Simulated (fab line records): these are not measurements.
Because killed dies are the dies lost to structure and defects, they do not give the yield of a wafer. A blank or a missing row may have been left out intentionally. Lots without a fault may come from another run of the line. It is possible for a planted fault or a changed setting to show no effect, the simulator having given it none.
A struck lot beside a sound one -- flow n5-finfet -- 16 out of 1938 route steps
Sound: these wafers, L678.1, L678.2, L678.3. Wafers L688.1, L688.2, L688.3 were the ones struck. At the end, the cause is stated.
Each step with rows lists, per side, the tool, then ch with its chambers, then its first start. Under that, the readings that differ: sound wafers -- struck wafers -- difference of the means -- sigmas: that difference in standard deviations of wafers without a fault.
alike: readings whose means differ by less than 2 such deviations, and words and numbers that are the same on both sides. not compared: withheld readings, readings that some wafer has no value for, bounds like >300 that may hide the same value, and numbers for which the record gives no deviation and whose values overlap.
Wherever a step has rows on one side only, a row that says differs or no value, or a row with sigmas, the two part there. Numbers that have no deviation but don't overlap get no sigmas and don't part them. A reading missing from all wafers of one side parts the sides only when that side holds two or more wafers.

first, 7 steps without rows for these wafers: N5_ZERO_LAYER_COAT_05 (resist thk 1000 nm); N5_ZERO_LAYER_EBR_07; N5_ZERO_LAYER_SOFTBAKE_06 (time 90 s); N5_ZERO_LAYER_EXPOSE_08 (exposes mask ZERO, defocus 0 nm, target cd 2000 nm); N5_ZERO_LAYER_PEB_09; N5_ZERO_LAYER_DEVELOP_10 (develop time 60 s); N5_ZERO_LAYER_HARDBAKE_23 (time 120 s).
N5_ZERO_LAYER_CD_MEAS_11 targets a cd of 2000 nm.
  sound on cd-sem-01 ch 0, day 3 12:48; struck on cd-sem-02 ch 0, day 6 00:57
  alike: cd-nm
N5_ZERO_LAYER_DESCUM_16: chemistry O2, time 7.9 s.
  sound on rie-diel-03 ch 1,2,3, day 3 13:01; struck on rie-diel-04 ch 0,1,3, day 6 00:59
  alike: chamber-pressure-mTorr, drypump-motor-current-A, oes-product-au, rf-vpp-V, showerhead-plenum-p-Torr, throttle-valve-pct
  not compared: rf-hours-counter-h
N5_ZERO_LAYER_ETCH_17: etches SiO2 in CF4, target depth 12 nm, time 13.3 s.
  sound on rie-diel-03 ch 1,2,3, day 3 13:02; struck on rie-diel-04 ch 0,1,3, day 6 01:02
  alike: chamber-pressure-mTorr, drypump-motor-current-A, oes-product-au, rf-vpp-V, showerhead-plenum-p-Torr, throttle-valve-pct
  not compared: rf-hours-counter-h
N5_ZERO_LAYER_ETCH_18: etches Si in HBr/Cl2, target depth 120 nm, time 40 s.
  sound on rie-si-04 ch 0,1,2, day 3 13:07; struck on rie-si-06 ch 0,1,2, day 6 01:06
  alike: chamber-pressure-mTorr, drypump-motor-current-A, he-backside-leak-sccm, mfc-cl2-sccm, oes-product-au, throttle-valve-pct
  not compared: rf-hours-counter-h
N5_ZERO_LAYER_STRIP_24: strips in O2.
  sound on plasma-asher-01 ch 0,1, day 3 13:13; struck on plasma-asher-01 ch 0,1, day 6 01:12
  alike: chamber-pressure-mTorr, drypump-motor-current-A, heater-power-w, oes-product-au, strip-time-to-endpoint-s
  not compared: rf-hours-counter-h
N5_ZERO_LAYER_STRIP_19: strips in SPM, time 900 s.
  sound on wet-bench-04 ch 1,2,6, day 3 13:19; struck on wet-bench-04 ch 2,3,5, day 6 01:17
  no value came back on the struck wafers for bath-guard-temp-C (C), bath-heat-duty-pct (%); on the sound wafers bath-guard-temp-C (C) reads 130.0 130.4 129.8
N5_ZERO_LAYER_INSPECT_20: inspects for defects (darkfield).
  struck on defect-inspect-01, day 6 01:34; sound on defect-inspect-02, day 3 13:35
  alike: raw-defect-count
-- the record jumps here: 7 days lie between the struck wafers' starts before and after (it left off in module ZERO_LAYER and takes up again in module BEOL_M4, whose first step shown is number 1111 of the route) --
N5_BEOL_M4_RC_MEAS_101:
  sound on prober-01 ch 0, day 11 07:12; struck on prober-01 ch 0, day 12 22:47
  alike: DIBL_N, DIBL_P, IOFF_N, IOFF_P, ION_N, ION_P, SS_N, SS_P, VT_N, VT_P
-- record jumps: 5 days separate the struck wafers' starts on either side; left off in module BEOL_M4, taken up again in module PASSIVATION, whose first shown step is the route's number 1936 --
N5_PASSIVATION_PROBE_49:
  struck on prober-02, day 17 17:14; sound on prober-01, day 16 01:16
  alike: defect-limited-yield, killed_at_M0_to_M3, killed_at_M4_up, killed-at-contacts, killed-at-front-end, killed-at-other, killed-dies, killed-open, killed-short, sort_bin_5_function, sort_bin_6_memory, sort-n-pass, sort-yield-pct

## WHERE THEY PART
At N5_ZERO_LAYER_STRIP_19 and nowhere else, as far as this record goes. Later steps at which nothing parts them and some readings are alike: N5_ZERO_LAYER_INSPECT_20, N5_BEOL_M4_RC_MEAS_101, N5_PASSIVATION_PROBE_49.

WHY: what the simulator had put in
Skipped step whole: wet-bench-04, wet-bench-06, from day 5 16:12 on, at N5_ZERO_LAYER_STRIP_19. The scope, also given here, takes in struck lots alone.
